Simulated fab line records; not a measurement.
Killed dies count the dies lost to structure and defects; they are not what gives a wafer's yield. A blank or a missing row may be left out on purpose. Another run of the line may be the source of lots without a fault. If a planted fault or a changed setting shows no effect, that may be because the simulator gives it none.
Split-lot trial :: flow n5 finfet :: 21 wafers read from 7 lots, route of 1938 steps

== ON THE SPLIT ==
At N5_PASSIVATION_ETCH_15 (etches SiCN in CF4/N2, target depth 75 nm, time 81.2 s), the setting bias w was moved away from the recipe's 70 W on 8 of the 21 wafers read, by -9.7% to +12.5%. This setting was run at the recipe's value on the other wafers.

Reading taken at the split's own step.

== THE READING ==
rf vpp V, in V, at N5_PASSIVATION_ETCH_15 (etches SiCN in CF4/N2, target depth 75 nm, time 81.2 s). Fault-free wafers of this fab line usually give 382.1 V, standard deviation 1.4 V.

wafer: L076.1
tool, chamber at the split: rie diel-02, 3
bias w as run, W: 70
against the recipe: recipe
rf vpp V, V: 383.1
against lot-mates on the recipe: -

wafer: L076.3
tool, chamber at the split: rie diel-02, 2
bias w as run, W: 70
against the recipe: recipe
rf vpp V, V: 383.4
against lot-mates on the recipe: -

wafer: L076.5
tool, chamber at the split: rie diel-02, 0
bias w as run, W: 70
against the recipe: recipe
rf vpp V, V: 382.0
against lot-mates on the recipe: -

wafer: L081.2
tool, chamber at the split: rie diel-06, 3
bias w as run, W: 70
against the recipe: recipe
rf vpp V, V: 381.2
against lot-mates on the recipe: -

wafer: L081.3
tool, chamber at the split: rie diel-06, 0
bias w as run, W: 70
against the recipe: recipe
rf vpp V, V: 381.0
against lot-mates on the recipe: -

wafer: L081.5
tool, chamber at the split: rie diel-06, 0
bias w as run, W: 73.43
against the recipe: +4.9%
rf vpp V, V: 394.4
against lot-mates on the recipe: +13.3

wafer: L080.1
tool, chamber at the split: rie diel-04, 0
bias w as run, W: 70
against the recipe: recipe
rf vpp V, V: 382.5
against lot-mates on the recipe: -

wafer: L080.2
tool, chamber at the split: rie diel-04, 2
bias w as run, W: 70
against the recipe: recipe
rf vpp V, V: 380.5
against lot-mates on the recipe: -

wafer: L080.3
tool, chamber at the split: rie diel-04, 1
bias w as run, W: 70
against the recipe: recipe
rf vpp V, V: 384.6
against lot-mates on the recipe: -

wafer: L089.1
tool, chamber at the split: rie diel-06, 0
bias w as run, W: 78.75
against the recipe: +12.5%
rf vpp V, V: 410.6
against lot-mates on the recipe: +29.7

wafer: L089.2
tool, chamber at the split: rie diel-06, 3
bias w as run, W: 70
against the recipe: recipe
rf vpp V, V: 380.9
against lot-mates on the recipe: -

wafer: L089.4
tool, chamber at the split: rie diel-06, 1
bias w as run, W: 78.75
against the recipe: +12.5%
rf vpp V, V: 413.1
against lot-mates on the recipe: +32.2

wafer: L088.3
tool, chamber at the split: rie diel-04, 3
bias w as run, W: 77.26
against the recipe: +10.4%
rf vpp V, V: 408.1
against lot-mates on the recipe: +25.0

wafer: L088.4
tool, chamber at the split: rie diel-04, 0
bias w as run, W: 70
against the recipe: recipe
rf vpp V, V: 383.1
against lot-mates on the recipe: -

wafer: L088.5
tool, chamber at the split: rie diel-04, 0
bias w as run, W: 77.26
against the recipe: +10.4%
rf vpp V, V: 405.4
against lot-mates on the recipe: +22.3

wafer: L097.1
tool, chamber at the split: rie diel-04, 1
bias w as run, W: 77.6
against the recipe: +10.9%
rf vpp V, V: 408.8
against lot-mates on the recipe: +27.1

wafer: L097.2
tool, chamber at the split: rie diel-04, 0
bias w as run, W: 70
against the recipe: recipe
rf vpp V, V: 381.7
against lot-mates on the recipe: -

wafer: L097.4
tool, chamber at the split: rie diel-04, 0
bias w as run, W: 77.6
against the recipe: +10.9%
rf vpp V, V: 407.8
against lot-mates on the recipe: +26.1

wafer: L095.2
tool, chamber at the split: rie diel-02, 2
bias w as run, W: 63.2
against the recipe: -9.7%
rf vpp V, V: 358.8
against lot-mates on the recipe: -22.6

wafer: L095.4
tool, chamber at the split: rie diel-02, 0
bias w as run, W: 70
against the recipe: recipe
rf vpp V, V: 381.3
against lot-mates on the recipe: -

wafer: L095.5
tool, chamber at the split: rie diel-02, 2
bias w as run, W: 70
against the recipe: recipe
rf vpp V, V: 381.4
against lot-mates on the recipe: -

THE FIT
A straight line over all 21 wafers: rf vpp V changes by +2.4 V for each +1% of bias w; r = +1.00; the points scatter about the line by 1.2 V.
The same after taking each lot's own level away (the mean of its wafers on the recipe; 21 wafers): +2.4 V for each +1%; r = +1.00; scatter 1.1 V.
According to that fit, moving bias w by its largest amount changes the reading by 30 V.
From 380.90 to 383.10 V: that is the span of the lots' own levels, equal to 1.6 times the standard deviation above.
Hence the lot-to-lot level has little effect on the slope; both slopes agree.
Check: with one of the wafers moved furthest among these (+12.5%) left out of the fit, the line predicts +30.3 V for it against its lot-mates. It came out at +29.7 V against them.
Tool readings at the split's step, against how far the setting was moved: rf vpp V r = +1.00.

== THESE WAFERS: OTHER SPLITS ==
These wafers also went through other splits before the reading. Each is held against what the fit with the lots' levels taken away leaves over:
other split on the same wafers: N5_BEOL_M13_TRENCH_ETCH_34 time s
wafers away from the commonest value: 8
r with rf vpp V (lot level and that fit taken away): -0.01

other split on the same wafers: N5_BEOL_M13_SPUTTER_45 power w
wafers away from the commonest value: 3
r with rf vpp V (lot level and that fit taken away): +0.33

other split on the same wafers: N5_BEOL_M15_ILD_DEP_00 time s
wafers away from the commonest value: 5
r with rf vpp V (lot level and that fit taken away): +0.06

other split on the same wafers: N5_BEOL_M15_EXPOSE_07 dose mj
wafers away from the commonest value: 7
r with rf vpp V (lot level and that fit taken away): -0.11

other split on the same wafers: N5_MIM_BOT_SPUTTER_00 time s
wafers away from the commonest value: 6
r with rf vpp V (lot level and that fit taken away): -0.01

other split on the same wafers: N5_PASSIVATION_VIA_ETCH_13 source w
wafers away from the commonest value: 7
r with rf vpp V (lot level and that fit taken away): -0.19

== FILE'S OWN FIT ==
rf vpp V changes by +2.41 V for each +1% of bias w, r = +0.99.
